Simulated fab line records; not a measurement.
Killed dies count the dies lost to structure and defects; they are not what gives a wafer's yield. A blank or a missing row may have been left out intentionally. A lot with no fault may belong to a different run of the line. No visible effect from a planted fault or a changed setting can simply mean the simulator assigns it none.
fab line records | flow nand-harc
record: lots: 14 | wafers: 42 | last-day: 25
route steps=1159 shown A_BLC@987 A_M0@1007
lots that met no fault: taken from a fault-free run of the same line
start-h: start of the lot's first displayed wafer, in hours after the record's first day | wait-h: how many hours have passed since the lot's step before this one | " repeats the value in the row above | L1.1+2: several wafers, shown together as one row | - either no value or no given start | * or withheld: withheld | < > ~ a bound
route shown NAME@n: a module of which the file shows steps, and the number in the route of the first | usual: mean and standard deviation over wafers with no fault | same: alike in all rows | chamber/n: place in a boat | sites: readings site by site | _std_site: standard deviation across them | _edge_site: the outer-site mean with the inner-site mean subtracted | radius-mm: for every site, how far away it sits from the centre of the wafer | mask NAME#n: copy n | behind: the most recent tool/chamber to have shaped the wafer | hold: why the lot was held/for how many hours/how that ended | device: whichever transistor did not switch (one of n, p or np) | end of line: the route-end tests of the same wafers | step lacking rows: just its recipe | killed: count of dies lost to structure and defects at first sort (not the wafer's yield) | map: dies across one wafer; x = killed, . = not, _ = none there
set.NAME: the run value of the setting; set.NAME@STEP: its run value at that earlier step | model.NAME: the simulator's own value behind a step, which no gauge read
the route's steps for a sample of lots (tables are steps, rows are wafers)
services: when a tool's chamber went out of use (start-h, in hours from the record's first day, below 0 if earlier), for how many hours, and the reason
== steps ==
step: NHARC_A_BLC_PVD_32
recipe: target-thk-a: 50 | chamber-pressure-pa: 5 | power-w: 5000 | substrate-temp-c: 200 | time-s: 17.7 | material: Ti
usual: throttle-valve-pct: 30.1/1.1
lot.wafer | tool           | chamber | start-h | wait-h | throttle-valve-pct
L196.1    | pvd-sputter-01 | -       | -       | -      | 32.2
L196.4    | "              | -       | "       | "      | 28.8
L196.5    | "              | -       | "       | "      | 32.1
L198.1    | pvd-sputter-01 | -       | -       | -      | 32.3
L198.2    | "              | -       | "       | "      | 30.0
L198.6    | "              | -       | "       | "      | 32.3
L197.4    | pvd-sputter-01 | -       | -       | -      | 28.7
L197.2    | "              | -       | "       | "      | 30.4
L197.6    | "              | -       | "       | "      | 28.5
L200.4    | pvd-sputter-02 | -       | -       | -      | 28.8
L200.3    | "              | -       | "       | "      | 30.3
L200.5    | "              | -       | "       | "      | 31.2
L201.3    | pvd-sputter-02 | -       | -       | -      | 29.0
L201.2    | "              | -       | "       | "      | 31.0
L201.5    | "              | -       | "       | "      | 30.3
L202.1    | pvd-sputter-03 | -       | -       | -      | 31.4
L202.2    | "              | -       | "       | "      | 30.6
L202.3    | "              | -       | "       | "      | 28.3
L203.1    | pvd-sputter-02 | -       | -       | -      | 30.1
L203.4    | "              | -       | "       | "      | 30.0
L203.6    | "              | -       | "       | "      | 30.3
L204.2    | pvd-sputter-02 | -       | -       | -      | 31.3
L204.3    | "              | -       | "       | "      | 30.3
L204.6    | "              | -       | "       | "      | 31.1
L208.2    | pvd-sputter-01 | -       | -       | -      | 28.8
L208.1    | "              | -       | "       | "      | 29.9
L208.4    | "              | -       | "       | "      | 30.1
L209.1    | pvd-sputter-02 | -       | -       | -      | 28.9
L209.4    | "              | -       | "       | "      | 31.2
L209.5    | "              | -       | "       | "      | 31.5
L215.2    | pvd-sputter-02 | -       | -       | -      | 30.3
L215.3    | "              | -       | "       | "      | 28.9
L215.4    | "              | -       | "       | "      | 31.3
L217.2    | pvd-sputter-03 | -       | -       | -      | 31.2
L217.6    | "              | -       | "       | "      | 27.7
L217.5    | "              | -       | "       | "      | 31.2
L216.4    | pvd-sputter-01 | -       | -       | -      | 31.1
L216.6    | "              | -       | "       | "      | 31.2
L216.5    | "              | -       | "       | "      | 29.5
L218.4    | pvd-sputter-01 | -       | -       | -      | 29.8
L218.3    | "              | -       | "       | "      | 30.3
L218.5    | "              | -       | "       | "      | 30.4
step: NHARC_A_M0_DESCUM_14
recipe: time-s: 3 | o2-flow-sccm: 200 | ar-flow-sccm: 0 | bias-power-w: 0 | chemistry: O2
usual: drypump-motor-current-A: 5.8/0.38 | oes-product-au: 1.003/0.008 | rf-vpp-V: 57.8/0.85 | showerhead-plenum-p-Torr: 1.89/0.093 | throttle-valve-pct: 11.310/0.0089
lot.wafer | tool        | chamber | start-h | wait-h | drypump-motor-current-A | oes-product-au | rf-hours-counter-h | rf-vpp-V | showerhead-plenum-p-Torr | throttle-valve-pct
L196.1    | rie-diel-05 | 2       | 394.55  | 0.1    | 6.0                     | 0.999          | 3                  | 58.3     | 1.92                     | 11.323
L196.4    | "           | 3       | "       | "      | 5.6                     | 1.008          | 3                  | 58.3     | 2.05                     | 11.317
L196.5    | "           | 3       | "       | "      | 5.6                     | 0.999          | -                  | 58.1     | 2.05                     | 11.325
L198.2    | rie-diel-12 | 2       | 401.87  | 0.1    | 6.5                     | 0.992          | 0                  | 57.8     | 2.00                     | 11.308
L198.1    | "           | 0       | "       | "      | 5.9                     | 0.996          | 1                  | 55.9     | 1.78                     | 11.302
L198.6    | "           | 1       | "       | "      | 5.4                     | 0.997          | -                  | 58.6     | 1.84                     | 11.303
L197.4    | rie-diel-05 | 0       | 403.05  | 0.1    | 5.8                     | 1.006          | 4                  | 57.4     | 1.85                     | 11.302
L197.2    | "           | 1       | "       | "      | 5.1                     | 1.013          | 4                  | 56.6     | 1.80                     | 11.305
L197.6    | "           | 3       | "       | "      | 5.6                     | 0.998          | -                  | 58.3     | 2.05                     | 11.315
L200.4    | rie-diel-05 | 2       | 406.20  | 0.1    | 6.0                     | 1.005          | 4                  | 57.8     | 1.92                     | 11.302
L200.3    | "           | 0       | "       | "      | 5.8                     | 1.001          | 4                  | 57.2     | 1.85                     | 11.305
L200.5    | "           | 3       | "       | "      | 5.6                     | 0.996          | -                  | 58.4     | 2.05                     | 11.320
L201.3    | rie-diel-10 | 2       | 421.36  | 0.1    | 6.0                     | 1.004          | 5                  | 57.5     | 1.83                     | 11.322
L201.2    | "           | 1       | "       | "      | 5.2                     | 1.005          | 5                  | 56.6     | 1.94                     | 11.302
L201.5    | "           | 3       | "       | "      | 6.0                     | 1.006          | -                  | 58.0     | 1.78                     | 11.303
L202.3    | rie-diel-12 | 1       | 424.87  | 0.1    | 5.5                     | 1.008          | 3                  | 57.5     | 1.84                     | 11.318
L202.2    | "           | 2       | "       | "      | 6.4                     | 1.000          | 3                  | 58.4     | 2.00                     | 11.285
L202.1    | "           | 3       | "       | "      | 6.4                     | 1.007          | 3                  | 58.2     | 1.96                     | 11.297
L203.1    | rie-diel-10 | 3       | 433.31  | 0.1    | 5.9                     | 1.005          | 5                  | 57.4     | 1.78                     | 11.319
L203.4    | "           | 0       | "       | "      | 5.8                     | 0.990          | 5                  | 58.1     | 2.00                     | 11.321
L203.6    | "           | 1       | "       | "      | 5.2                     | 1.013          | -                  | 58.7     | 1.94                     | 11.310
L204.3    | rie-diel-12 | 0       | 442.12  | 0.1    | 5.9                     | 1.011          | 4                  | 58.2     | 1.78                     | 11.315
L204.2    | "           | 1       | "       | "      | 5.4                     | 0.995          | 4                  | 56.5     | 1.83                     | 11.321
L204.6    | "           | 0       | "       | "      | 5.9                     | 1.014          | -                  | 56.0     | 1.78                     | 11.316
L208.2    | rie-diel-12 | 0       | 466.14  | 0.1    | 5.9                     | 0.999          | 6                  | 56.9     | 1.78                     | 11.322
L208.1    | "           | 3       | "       | "      | 6.4                     | 1.002          | 6                  | 57.7     | 1.96                     | 11.301
L208.4    | "           | 0       | "       | "      | 5.9                     | 0.993          | -                  | 57.8     | 1.78                     | 11.308
L209.1    | rie-diel-12 | 1       | 466.69  | 0.1    | 5.4                     | 1.004          | 6                  | 56.5     | 1.83                     | 11.307
L209.4    | "           | 1       | "       | "      | 5.4                     | 0.997          | -                  | 58.5     | 1.83                     | 11.301
L209.5    | "           | 3       | "       | "      | 6.4                     | 1.017          | -                  | 57.0     | 1.95                     | 11.300
L215.2    | rie-diel-05 | 1       | 515.34  | 0.1    | 5.1                     | 1.010          | 8                  | 57.3     | 1.80                     | 11.307
L215.3    | "           | 2       | "       | "      | 6.0                     | 1.009          | 9                  | 58.9     | 1.91                     | 11.312
L215.4    | "           | 3       | "       | "      | 5.6                     | 0.999          | 8                  | 59.6     | 2.05                     | 11.317
L217.2    | rie-diel-10 | 0       | 523.74  | 0.1    | 5.8                     | 0.987          | 10                 | 58.2     | 2.00                     | 11.317
L217.5    | "           | 0       | "       | "      | 5.8                     | 1.002          | -                  | 58.3     | 2.00                     | 11.326
L217.6    | "           | 1       | "       | "      | 5.2                     | 1.015          | -                  | 57.1     | 1.94                     | 11.300
L216.4    | rie-diel-05 | 0       | 528.33  | 0.1    | 5.8                     | 0.998          | 0                  | 58.6     | 1.85                     | 11.306
L216.5    | "           | 0       | "       | "      | 5.8                     | 0.990          | -                  | 59.1     | 1.85                     | 11.289
L216.6    | "           | 1       | "       | "      | 5.1                     | 0.993          | -                  | 59.2     | 1.79                     | 11.307
L218.4    | rie-diel-10 | 3       | 541.83  | 0.1    | 5.9                     | 0.996          | 0                  | 58.1     | 1.78                     | 11.313
L218.3    | "           | 1       | "       | "      | 5.2                     | 1.006          | 0                  | 58.4     | 1.94                     | 11.313
L218.5    | "           | 3       | "       | "      | 6.0                     | 0.995          | -                  | 56.5     | 1.78                     | 11.310
step: NHARC_A_M0_ETCH_34
recipe: target-depth-a: 400 | overetch-a: 120 | time-s: 43.94 | ion-energy-ev: 200 | n2-flow-sccm: 150 | h2-flow-sccm: 150 | ar-flow-sccm: 0 | rf-w: 400 | bias-w: 150 | chemistry: N2/H2
usual: drypump-motor-current-A: 5.8/0.4 | oes-product-au: 1.003/0.0076 | rf-vpp-V: 429.9/2.8 | run-length-s: 65.1/0.44 | showerhead-plenum-p-Torr: 2.02/0.1 | throttle-valve-pct: 14.172/0.0082
lot.wafer | tool        | chamber | start-h | wait-h | drypump-motor-current-A | oes-product-au | rf-hours-counter-h | rf-vpp-V | run-length-s | showerhead-plenum-p-Torr | throttle-valve-pct
L196.4    | rie-diel-05 | 2       | 394.63  | 0.1    | 6.0                     | 0.999          | 3                  | 429.8    | 64.8         | 2.04                     | 14.175
L196.1    | "           | 3       | "       | "      | 5.7                     | 1.002          | 3                  | 435.6    | 64.7         | 2.19                     | 14.163
L196.5    | "           | 2       | "       | "      | 6.0                     | 1.000          | -                  | 432.1    | 64.9         | 2.04                     | 14.186
L198.1    | rie-diel-12 | 3       | 401.94  | 0.1    | 6.4                     | 1.000          | 0                  | 431.7    | 65.3         | 2.09                     | 14.172
L198.2    | "           | 0       | "       | "      | 5.9                     | 0.987          | 1                  | 426.8    | 66.0         | 1.89                     | 14.166
L198.6    | "           | 3       | "       | "      | 6.4                     | 1.006          | -                  | 430.8    | 65.1         | 2.09                     | 14.179
L197.2    | rie-diel-05 | 3       | 403.13  | 0.1    | 5.7                     | 1.008          | 4                  | 433.9    | 64.7         | 2.19                     | 14.179
L197.4    | "           | 0       | "       | "      | 5.8                     | 1.001          | 4                  | 428.8    | 64.8         | 1.97                     | 14.172
L197.6    | "           | 1       | "       | "      | 5.1                     | 1.010          | -                  | 427.4    | 65.6         | 1.91                     | 14.183
L200.4    | rie-diel-05 | 3       | 406.29  | 0.1    | 5.7                     | 1.005          | 4                  | 435.5    | 64.8         | 2.19                     | 14.166
L200.3    | "           | 1       | "       | "      | 5.1                     | 1.009          | 4                  | 426.6    | 65.6         | 1.91                     | 14.178
L200.5    | "           | 2       | "       | "      | 6.1                     | 1.003          | -                  | 430.0    | 64.8         | 2.04                     | 14.188
L201.3    | rie-diel-10 | 3       | 421.45  | 0.1    | 5.9                     | 1.018          | 5                  | 425.9    | 65.0         | 1.90                     | 14.173
L201.2    | "           | 2       | "       | "      | 6.0                     | 1.012          | 5                  | 427.8    | 65.4         | 1.95                     | 14.179
L201.5    | "           | 3       | "       | "      | 5.9                     | 1.008          | -                  | 427.0    | 64.4         | 1.90                     | 14.183
L202.3    | rie-diel-12 | 2       | 424.95  | 0.1    | 6.5                     | 0.998          | 3                  | 432.7    | 64.8         | 2.14                     | 14.173
L202.1    | "           | 3       | "       | "      | 6.4                     | 0.998          | 3                  | 432.0    | 64.6         | 2.09                     | 14.169
L202.2    | "           | 0       | "       | "      | 5.9                     | 0.997          | 3                  | 426.5    | 65.8         | 1.89                     | 14.177
L203.4    | rie-diel-10 | 2       | 433.38  | 0.1    | 6.0                     | 0.998          | 6                  | 427.9    | 65.1         | 1.95                     | 14.164
L203.1    | "           | 1       | "       | "      | 5.2                     | 1.005          | 5                  | 431.4    | 64.3         | 2.07                     | 14.177
L203.6    | "           | 2       | "       | "      | 6.0                     | 0.996          | -                  | 426.6    | 65.0         | 1.95                     | 14.168
L204.3    | rie-diel-12 | 2       | 442.21  | 0.1    | 6.4                     | 0.995          | 4                  | 431.8    | 64.9         | 2.14                     | 14.170
L204.2    | "           | 3       | "       | "      | 6.4                     | 1.011          | 4                  | 431.0    | 64.9         | 2.09                     | 14.184
L204.6    | "           | 2       | "       | "      | 6.4                     | 1.001          | -                  | 433.4    | 65.0         | 2.14                     | 14.169
L208.1    | rie-diel-12 | 3       | 466.25  | 0.1    | 6.4                     | 1.009          | 6                  | 433.1    | 64.9         | 2.09                     | 14.171
L208.2    | "           | 0       | "       | "      | 5.9                     | 0.998          | 6                  | 427.8    | 65.6         | 1.89                     | 14.177
L208.4    | "           | 0       | "       | "      | 5.9                     | 1.008          | -                  | 425.1    | 65.6         | 1.89                     | 14.164
L209.1    | rie-diel-12 | 3       | 466.81  | 0.1    | 6.4                     | 1.010          | 6                  | 431.2    | 65.0         | 2.08                     | 14.174
L209.5    | "           | 1       | "       | "      | 5.4                     | 1.005          | -                  | 427.9    | 65.2         | 1.95                     | 14.170
L209.4    | "           | 3       | "       | "      | 6.4                     | 1.017          | -                  | 431.3    | 65.5         | 2.09                     | 14.176
L215.2    | rie-diel-05 | 0       | 515.43  | 0.1    | 5.8                     | 1.003          | 8                  | 428.0    | 65.1         | 1.97                     | 14.167
L215.4    | "           | 2       | "       | "      | 6.0                     | 1.016          | 9                  | 431.0    | 64.9         | 2.04                     | 14.171
L215.3    | "           | 3       | "       | "      | 5.7                     | 1.005          | 8                  | 432.2    | 64.7         | 2.19                     | 14.177
L217.2    | rie-diel-10 | 3       | 523.85  | 0.1    | 5.9                     | 1.009          | 11                 | 426.7    | 64.4         | 1.90                     | 14.152
L217.5    | "           | 1       | "       | "      | 5.2                     | 1.006          | -                  | 431.4    | 64.9         | 2.07                     | 14.181
L217.6    | "           | 0       | "       | "      | 5.8                     | 1.001          | -                  | 433.4    | 65.3         | 2.13                     | 14.176
L216.4    | rie-diel-05 | 1       | 528.43  | 0.1    | 5.1                     | 1.004          | 0                  | 428.5    | 65.5         | 1.91                     | 14.154
L216.5    | "           | 3       | "       | "      | 5.6                     | 1.002          | -                  | 435.1    | 64.8         | 2.19                     | 14.172
L216.6    | "           | 0       | "       | "      | 5.8                     | 0.994          | -                  | 429.5    | 64.9         | 1.97                     | 14.158
L218.4    | rie-diel-10 | 1       | 541.92  | 0.1    | 5.2                     | 1.009          | 0                  | 432.5    | 64.5         | 2.07                     | 14.168
L218.3    | "           | 3       | "       | "      | 5.9                     | 1.011          | 0                  | 427.8    | 64.5         | 1.90                     | 14.177
L218.5    | "           | 1       | "       | "      | 5.2                     | 1.009          | -                  | 431.6    | 64.7         | 2.07                     | 14.160
step: NHARC_A_M0_ETCH_15
recipe: target-depth-a: 1500 | overetch-a: 150 | time-s: 82.5 | c4f8-flow-sccm: withheld | ar-flow-sccm: 400 | rf-w: 600 | bias-w: 300 | chemistry: C4F8/Ar
usual: oes-product-au: 0.956/0.021 | rf-vpp-V: 440.1/2.9 | run-length-s: 103.8/0.45
lot.wafer | tool        | chamber | start-h | wait-h | oes-product-au | rf-hours-counter-h | rf-vpp-V | run-length-s
L196.1    | rie-diel-05 | 3       | 394.73  | -      | 0.966          | 3                  | 445.9    | 103.3
L196.4    | "           | 0       | "       | "      | 0.976          | 3                  | 438.6    | 103.5
L196.5    | "           | 2       | "       | "      | 0.968          | -                  | 441.5    | 103.3
L198.1    | rie-diel-12 | 2       | 402.04  | -      | 0.959          | 0                  | 442.7    | 103.5
L198.2    | "           | 3       | "       | "      | 0.980          | 0                  | 442.1    | 103.4
L198.6    | "           | 1       | "       | "      | 0.967          | -                  | 438.0    | 104.0
L197.4    | rie-diel-05 | 3       | 403.22  | -      | 0.950          | 4                  | 445.6    | 104.0
L197.2    | "           | 0       | "       | "      | 0.961          | 4                  | 437.8    | 104.1
L197.6    | "           | 1       | "       | "      | 0.974          | -                  | 436.6    | 104.1
L200.4    | rie-diel-05 | 0       | 406.38  | -      | 0.970          | 4                  | 439.6    | 103.6
L200.3    | "           | 2       | "       | "      | 0.960          | 4                  | 441.4    | 103.9
L200.5    | "           | 0       | "       | "      | 0.966          | -                  | 440.0    | 103.7
L201.2    | rie-diel-10 | 0       | 421.55  | -      | 0.985          | 5                  | 443.0    | 103.7
L201.3    | "           | 1       | "       | "      | 0.991          | 5                  | 442.1    | 102.9
L201.5    | "           | 0       | "       | "      | 0.980          | -                  | 443.8    | 104.2
L202.3    | rie-diel-12 | 2       | 425.03  | -      | 0.965          | 3                  | 442.7    | 103.4
L202.2    | "           | 3       | "       | "      | 0.983          | 3                  | 442.6    | 103.8
L202.1    | "           | 0       | "       | "      | 0.956          | 3                  | 435.5    | 104.2
L203.1    | rie-diel-10 | 0       | 433.47  | -      | 0.979          | 5                  | 442.4    | 103.9
L203.4    | "           | 2       | "       | "      | 0.962          | 6                  | 437.1    | 103.7
L203.6    | "           | 0       | "       | "      | 0.978          | -                  | 444.2    | 104.0
L204.2    | rie-diel-12 | 1       | 442.30  | -      | 0.959          | 4                  | 440.2    | 103.8
L204.3    | "           | 3       | "       | "      | 0.971          | 4                  | 441.2    | 103.4
L204.6    | "           | 0       | "       | "      | 0.949          | -                  | 437.0    | 104.5
L208.2    | rie-diel-12 | 3       | 466.35  | -      | 0.931          | 6                  | 441.2    | 103.8
L208.1    | "           | 0       | "       | "      | 0.909          | 6                  | 435.4    | 98.0
L208.4    | "           | 1       | "       | "      | 0.940          | -                  | 437.1    | 104.3
L209.1    | rie-diel-12 | 0       | 466.90  | -      | 0.950          | 6                  | 437.9    | 97.9
L209.5    | "           | 3       | "       | "      | 0.963          | -                  | 441.9    | 103.5
L209.4    | "           | 1       | "       | "      | 0.955          | -                  | 440.4    | 104.5
L215.2    | rie-diel-05 | 1       | 515.52  | -      | 0.962          | 8                  | 437.6    | 104.6
L215.4    | "           | 2       | "       | "      | 0.970          | 9                  | 441.4    | 104.1
L215.3    | "           | 3       | "       | "      | 0.979          | 8                  | 445.7    | 103.3
L217.2    | rie-diel-10 | 0       | 523.96  | -      | 0.924          | 10                 | 444.2    | 104.4
L217.5    | "           | 1       | "       | "      | 0.941          | -                  | 440.4    | 103.1
L217.6    | "           | 0       | "       | "      | 0.924          | -                  | 442.7    | 103.7
L216.4    | rie-diel-05 | 2       | 528.52  | -      | 0.983          | 0                  | 440.5    | 103.3
L216.5    | "           | 3       | "       | "      | 0.983          | -                  | 444.7    | 103.7
L216.6    | "           | 0       | "       | "      | 0.958          | -                  | 438.7    | 103.4
L218.3    | rie-diel-10 | 1       | 542.01  | -      | 0.980          | 0                  | 440.8    | 102.9
L218.4    | "           | 2       | "       | "      | 0.988          | 0                  | 438.2    | 103.6
L218.5    | "           | 1       | "       | "      | 0.993          | -                  | 441.8    | 103.4
== services ==
tool           | chamber | start-h | hours | kind
rie-diel-05    | 0       | 374.10  | -     | clean
rie-diel-05    | 1       | 374.10  | -     | clean
rie-diel-05    | 2       | 374.10  | -     | clean
rie-diel-05    | 3       | 374.10  | -     | clean
rie-diel-12    | -       | 379.40  | 9.0   | pm
rie-diel-12    | 0       | 379.40  | 9.0   | vent-cycle
rie-diel-12    | 1       | 379.40  | 9.0   | vent-cycle
rie-diel-12    | 2       | 379.40  | 9.0   | vent-cycle
rie-diel-10    | 1       | 387.89  | 8.2   | repair
rie-diel-12    | -       | 389.06  | 1.5   | repair
pvd-sputter-02 | -       | 393.13  | 10.0  | pm
rie-diel-05    | -       | 433.74  | 21.9  | repair
pvd-sputter-01 | -       | 441.71  | 2.4   | repair
pvd-sputter-03 | -       | 458.04  | 10.0  | pm
rie-diel-10    | 0       | 461.30  | 3.4   | repair
rie-diel-12    | 2       | 462.04  | 9.5   | repair
rie-diel-05    | 3       | 467.74  | 11.9  | repair
rie-diel-12    | 0       | 471.20  | 8.2   | repair
rie-diel-05    | -       | 505.84  | 0.2   | repair
pvd-sputter-03 | -       | 506.48  | 1.1   | repair
pvd-sputter-01 | -       | 514.00  | 10.0  | pm
rie-diel-10    | 2       | 516.11  | 8.2   | repair
rie-diel-05    | -       | 517.60  | 9.0   | pm
rie-diel-10    | -       | 530.56  | 9.0   | pm
== key ==
first-sign: step: NHARC_A_M0_ETCH_15 | reading: run-length-s | direction: down | sigmas: 13 | usual: * | struck: *
effect none on later readings
met-at NHARC_A_M0_ETCH_15
struck-lots L208,L209
struck-wafers L208.1,L209.1
sort-left-out L208.1,L209.1
not-acting-at NHARC_A_BLC_PVD_32,NHARC_A_M0_DESCUM_14,NHARC_A_M0_ETCH_34
onset-between 442.30 466.35
fault: kind: process-parameter-drift | tool: rie-diel-12 | chamber: 0 | onset-h: 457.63 | steps: NHARC_A_M0_ETCH_15 | channel: time-s | offset: * | shape: step | end-h: 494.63 | acts-in: * | stated: *
sort-left-out: the simulated sort isn't trusted on such a fault, so these wafers' sort isn't shown, and their yield isn't known
